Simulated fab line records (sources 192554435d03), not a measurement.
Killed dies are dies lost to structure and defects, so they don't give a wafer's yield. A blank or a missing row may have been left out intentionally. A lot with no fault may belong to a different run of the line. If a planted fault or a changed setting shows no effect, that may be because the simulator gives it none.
Which of the tools did it? | flow n5Finfet | Sampling: 11 lots, 31 wafers, 2 of 1938 route steps

WHAT THE GAUGES SHOWED, per wafer
N5_BEOL_M11_CD_MEAS_18: pitch 140 nm, target cd 70 nm.
lot  | measured     | on       | cdNm (nm)
L580 | day 12 19:26 | cdSem-02 | 69.6 69.9 70.1
L582 | day 12 20:19 | cdSem-03 | 70.0 70.0 70.6
L579 | day 12 20:28 | cdSem-01 | 69.8 70.5 70.0
L581 | day 12 20:46 | cdSem-02 | 69.9 69.9 69.5
L583 | day 13 14:09 | cdSem-02 | 70.9 70.6 70.3
L591 | day 16 10:11 | cdSem-02 | 69.4 70.8
L597 | day 17 12:55 | cdSem-03 | 69.8 69.5 70.0
L593 | day 17 15:10 | cdSem-01 | 70.0 70.0
L596 | day 18 01:14 | cdSem-02 | 69.3 70.2 69.2
L595 | day 18 03:04 | cdSem-03 | 70.3 70.3 70.4
L599 | day 18 19:31 | cdSem-02 | 69.9 69.6 69.5

WHAT TOOL EACH LOT RAN ON (gives the tool, then ch and the chambers of the sampled wafers, and finally the start)
lot  | N5_BEOL_M11_DESCUM_16
L580 | rieDiel-04 ch 0,2,3, day 12 18:58
L582 | rieDiel-01 ch 0,1,2, day 12 19:37
L579 | rieDiel-04 ch 0,2, day 12 19:56
L581 | rieDiel-04 ch 1,2, day 12 20:19
L583 | rieDiel-01 ch 1,2,3, day 13 13:40
L591 | rieDiel-02 ch 1,2, day 16 09:33
L597 | rieDiel-04 ch 1,3, day 17 12:27
L593 | rieDiel-01 ch 0,2, day 17 14:40
L596 | rieDiel-01 ch 0,1,2, day 18 00:47
L595 | rieDiel-02 ch 0,3, day 18 02:37
L599 | rieDiel-01 ch 1,2,3, day 18 19:01
- N5_BEOL_M11_DESCUM_16: chemistry O2, time 7.9 s.

AS READ BY THE TOOLS THEMSELVES (means over the sampled wafers that have a number; for cases with no such wafer, the mark the record gives instead)
N5_BEOL_M11_DESCUM_16.
lot  | tool       | drypumpMotorCurrentA (A) | oesProductAu (a.u.) | rfVppV (V) | showerheadPlenumPTorr (Torr) | throttleValvePct (%)
L580 | rieDiel-04 | 5.7                      | 0.78                | 242.8      | 2.10                         | 20.44
L582 | rieDiel-01 | 5.4                      | 0.81                | 243.6      | 2.14                         | 20.45
L579 | rieDiel-04 | 5.7                      | 0.78                | 242.8      | 2.09                         | 20.50
L581 | rieDiel-04 | 5.9                      | 0.86                | 244.5      | 2.17                         | 20.30
L583 | rieDiel-01 | 5.2                      | 0.80                | 243.7      | 2.13                         | 20.46
L591 | rieDiel-02 | 4.9                      | 0.76                | 244.8      | 2.18                         | 20.60
L597 | rieDiel-04 | 5.8                      | 0.76                | 244.2      | 2.13                         | 20.34
L593 | rieDiel-01 | 5.2                      | 0.70                | 244.7      | 2.12                         | 20.54
L596 | rieDiel-01 | 5.4                      | 0.75                | 243.7      | 2.12                         | 20.52
L595 | rieDiel-02 | 5.3                      | 0.82                | 244.0      | 2.17                         | 20.23
L599 | rieDiel-01 | 5.2                      | 0.75                | 244.4      | 2.12                         | 20.51

THE ANSWER, worked out from the rows above alone
Rule: usual is defined by the lots themselves. The widest of any qualifying gaps counts: lots, ordered by their means at a reading, are off when they make up no more than a third of the lots, leave a main group of 4 or more, and stand apart from it by 3 or more times the standard deviation of that group's means. A main group whose means are all the same, to the digits that the tables above print for the reading, isn't used. Also off: a lot with no number at a reading for which 4 or more lots have one. All remaining lots with rows at the step are treated as sound. First the gauges in route order, then the tools' own readings, where a lot's mean is used as printed above. The first step at which some lot is off is used, and at that step the reading that is off furthest; a lot without a number counts as furthest.
Nothing can be told from this: no lot is off at any reading shown.

WHAT THE SIMULATOR HAD PUT IN
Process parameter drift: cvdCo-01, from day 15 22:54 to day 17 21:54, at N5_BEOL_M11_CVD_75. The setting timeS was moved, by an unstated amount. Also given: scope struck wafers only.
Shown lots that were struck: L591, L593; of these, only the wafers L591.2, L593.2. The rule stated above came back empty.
